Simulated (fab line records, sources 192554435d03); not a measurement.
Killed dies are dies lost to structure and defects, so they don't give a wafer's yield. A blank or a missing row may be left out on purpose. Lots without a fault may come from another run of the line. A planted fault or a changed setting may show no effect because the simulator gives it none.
Split-lot experiment | flow n5_finfet | 7 lots, 39 wafers read, on a route of 1938 steps

THE SPLIT
At N5_PMOS_HMC_CHANNEL_EPI_HM_DEP_34 (deposits SiO2 from TEOS/O2, target thk 36 nm, time 6.9 s), the setting target_thk_a was moved away from the recipe's 360 angstrom on 18 of the 39 wafers read, by -59.2% to +51.1%. The other wafers ran this setting at the recipe's value.

FROM THE SPLIT TO THE READING: what the file shows between them, 4 steps
- N5_PMOS_HMC_CHANNEL_EPI_COAT_31: time 60 s, resist thk 66 nm
- N5_PMOS_HMC_CHANNEL_EPI_COAT_03: resist thk 205 nm
- N5_PMOS_HMC_CHANNEL_EPI_STRIP_17: strips in SPM, time 750 s
- N5_PMOS_HMC_CHANNEL_EPI_ETCH_38: etches SiO2 in CF4, target depth 1.5 nm

THE READING
SiO2_of_PMOS_HMC_CHANNEL_EPI_HM_DEP_34.thk_nm (the simulator's own value, which no gauge read), in nm, at N5_PMOS_HMC_CHANNEL_EPI_FIN_RECESS_16 (chemistry HBr/Cl2, target Si, target depth 54 nm, time 18 s). The file gives no usual value for it. The 21 wafers here that ran the recipe average 30.367 nm, standard deviation 0.52 nm.

wafer  | tool, chamber at the split | target_thk_a as run, angstrom | against the recipe | SiO2_of_PMOS_HMC_CHANNEL_EPI_HM_DEP_34.thk_nm, nm | against lot-mates on the recipe
L075.1 | pecvd-03, 1                | 360                           | recipe             | 30.02                                             | -
L075.2 | pecvd-03, 0                | 160.7                         | -55.4%             | 10.73                                             | -19.870
L075.3 | pecvd-03, 2                | 160.7                         | -55.4%             | 9.939                                             | -20.661
L075.4 | pecvd-03, 0                | 360                           | recipe             | 31.04                                             | -
L075.5 | pecvd-03, 2                | 160.7                         | -55.4%             | 9.749                                             | -20.851
L075.6 | pecvd-03, 1                | 360                           | recipe             | 30.74                                             | -
L077.1 | pecvd-04, 0                | 360                           | recipe             | 29.74                                             | -
L077.3 | pecvd-04, 1                | 360                           | recipe             | 29.88                                             | -
L077.6 | pecvd-04, 0                | 360                           | recipe             | 29.92                                             | -
L079.1 | pecvd-03, 1                | 147                           | -59.2%             | 8.915                                             | -21.528
L079.2 | pecvd-03, 2                | 147                           | -59.2%             | 8.386                                             | -22.057
L079.3 | pecvd-03, 0                | 360                           | recipe             | 30.26                                             | -
L079.4 | pecvd-03, 1                | 360                           | recipe             | 30.46                                             | -
L079.5 | pecvd-03, 0                | 360                           | recipe             | 30.61                                             | -
L079.6 | pecvd-03, 2                | 147                           | -59.2%             | 9.103                                             | -21.340
L083.1 | pecvd-02, 0                | 360                           | recipe             | 30.97                                             | -
L083.2 | pecvd-02, 1                | 251.2                         | -30.2%             | 19.31                                             | -11.663
L083.3 | pecvd-02, 2                | 251.2                         | -30.2%             | 20.39                                             | -10.583
L083.4 | pecvd-02, 1                | 360                           | recipe             | 31.01                                             | -
L083.5 | pecvd-02, 0                | 360                           | recipe             | 30.94                                             | -
L083.6 | pecvd-02, 2                | 251.2                         | -30.2%             | 20.32                                             | -10.653
L091.1 | pecvd-02, 2                | 249.5                         | -30.7%             | 19.12                                             | -11.010
L091.2 | pecvd-02, 0                | 360                           | recipe             | 30.33                                             | -
L091.3 | pecvd-02, 1                | 360                           | recipe             | 29.47                                             | -
L091.4 | pecvd-02, 2                | 249.5                         | -30.7%             | 18.81                                             | -11.320
L091.5 | pecvd-02, 1                | 249.5                         | -30.7%             | 18.8                                              | -11.330
L091.6 | pecvd-02, 0                | 360                           | recipe             | 30.59                                             | -
L092.1 | pecvd-03, 1                | 360                           | recipe             | 30.01                                             | -
L092.2 | pecvd-03, 0                | 360                           | recipe             | 29.85                                             | -
L092.3 | pecvd-03, 2                | 543.8                         | +51.1%             | 48.2                                              | +18.103
L092.4 | pecvd-03, 0                | 543.8                         | +51.1%             | 48.83                                             | +18.733
L092.5 | pecvd-03, 2                | 360                           | recipe             | 30.43                                             | -
L092.6 | pecvd-03, 1                | 543.8                         | +51.1%             | 49.06                                             | +18.963
L094.1 | pecvd-03, 0                | 360                           | recipe             | 29.91                                             | -
L094.2 | pecvd-03, 1                | 462.9                         | +28.6%             | 39.87                                             | +9.393
L094.3 | pecvd-03, 2                | 360                           | recipe             | 29.97                                             | -
L094.4 | pecvd-03, 0                | 360                           | recipe             | 31.55                                             | -
L094.5 | pecvd-03, 1                | 462.9                         | +28.6%             | 40.88                                             | +10.403
L094.6 | pecvd-03, 2                | 462.9                         | +28.6%             | 41.05                                             | +10.573

THE FIT
A straight line over all 39 wafers: SiO2_of_PMOS_HMC_CHANNEL_EPI_HM_DEP_34.thk_nm changes by +0.362 nm for each +1% of target_thk_a; r = +1.00; the points scatter about the line by 0.52 nm.
The same after taking each lot's own level away (the mean of its wafers on the recipe; 39 wafers): +0.365 nm for each +1%; r = +1.00; scatter 0.42 nm.
On that fit, the largest move of target_thk_a shifts the reading by 22 nm.
The lots' own levels span 29.8467 to 30.9733 nm, that is 2.2 times the standard deviation above.
So the lot-to-lot level changes the slope little: the two slopes agree.
Check: with one of the wafers moved furthest among these (-59.2%) left out of the fit, the line predicts -21.7 nm for it against its lot-mates. It came out at -21.5 nm against them.

OTHER SPLITS ON THESE WAFERS
These wafers also went through other splits before the reading. Each is held against what the fit with the lots' levels taken away leaves over:
other split on the same wafers          | wafers away from the commonest value | r with SiO2_of_PMOS_HMC_CHANNEL_EPI_HM_DEP_34.thk_nm (lot level and that fit taken away)
N5_ZERO_LAYER_DEVELOP_10 develop_time_s | 15                                   | +0.05

THE WHOLE CHAIN: every reading that the file lists as answering this split, in the file's order
step                                  | what it does                                                | reading                                                                                        | change (the file's fit)               | r (the file's)
N5_PMOS_HMC_CHANNEL_EPI_HM_DEP_34     | deposits SiO2 from TEOS/O2, target thk 36 nm, time 6.9 s    | SiO2_of_PMOS_HMC_CHANNEL_EPI_HM_DEP_34.thk_nm (the simulator's own value, which no gauge read) | +0.367 nm for each +1% of the setting | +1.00
N5_PMOS_HMC_CHANNEL_EPI_FIN_RECESS_16 | chemistry HBr/Cl2, target Si, target depth 54 nm, time 18 s | SiO2_of_PMOS_HMC_CHANNEL_EPI_HM_DEP_34.thk_nm (the simulator's own value, which no gauge read) | +0.365 nm for each +1% of the setting | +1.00

THE FILE'S OWN FIT
SiO2_of_PMOS_HMC_CHANNEL_EPI_HM_DEP_34.thk_nm changes by +0.365 nm for each +1% of target_thk_a, r = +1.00.
